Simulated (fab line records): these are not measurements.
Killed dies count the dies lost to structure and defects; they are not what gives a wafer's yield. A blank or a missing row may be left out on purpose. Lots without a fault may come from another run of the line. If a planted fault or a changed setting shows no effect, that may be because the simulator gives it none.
Matching of chambers	flow nandHarc	NHARC_P_M2_ETCH_35 on rieDiel-04 has 4 sister chambers
The step etches the open film in N2/H2, target depth 40 nm, overetch 12 nm, time 43.94 s. 8 wafers are shown with their chamber, then 9 later ones without.

== EACH WAFER AND ITS CHAMBER ==
wafer	chamber	rfVppV (V)	oesProductAu (a.u.)
L080.4	0	429.2	1.007
L080.5	0	428.6	1.003
L092.6	3	434.4	1.001
L091.5	2	432.3	1.002
L091.6	1	432.4	1.009
L094.1	3	435.3	0.998
L094.3	2	430.6	1.002
L094.6	1	431.4	1.006

== WAFERS WITH NO CHAMBER GIVEN ==
wafer	rfVppV (V)	oesProductAu (a.u.)
L095.2	428.3	0.998
L095.4	434.3	0.985
L095.5	434.4	1.001
L097.1	429.5	1.020
L097.2	431.9	1.011
L097.6	431.8	1.011
L096.1	436.1	1.000
L096.4	428.2	1.014
L096.5	431.7	1.005

== EACH ONE'S CHAMBER ==
wafer	from the rows above	in truth
L095.2	can't be placed: 0 or 2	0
L095.4	can't be placed: 3 or 2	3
L095.5	3	3
L097.1	can't be placed: 1 or 0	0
L097.2	1	1
L097.6	1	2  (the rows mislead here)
L096.1	3	3
L096.4	can't be placed: 0 or 1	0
L096.5	can't be placed: 1 or 2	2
Correctly placed: 3 of 9. Unplaceable from these rows: 5, with the true chamber sitting among the candidates in 5. Placed wrongly: 1.
How it was worked out, from the rows above alone: a wafer's distance from a chamber is the root of the sum, over the readings, of the square of ((its reading less the chamber's mean) divided by the reading's scatter). The wafer belongs to the nearest chamber; if the next one is less than 2 further off, it can't be placed. A chamber's mean is the mean of its shown wafers. The scatter: take each reading less its chamber's mean, square it, sum over the shown wafers, divide by the number of wafers less the number of chambers, and take the root.
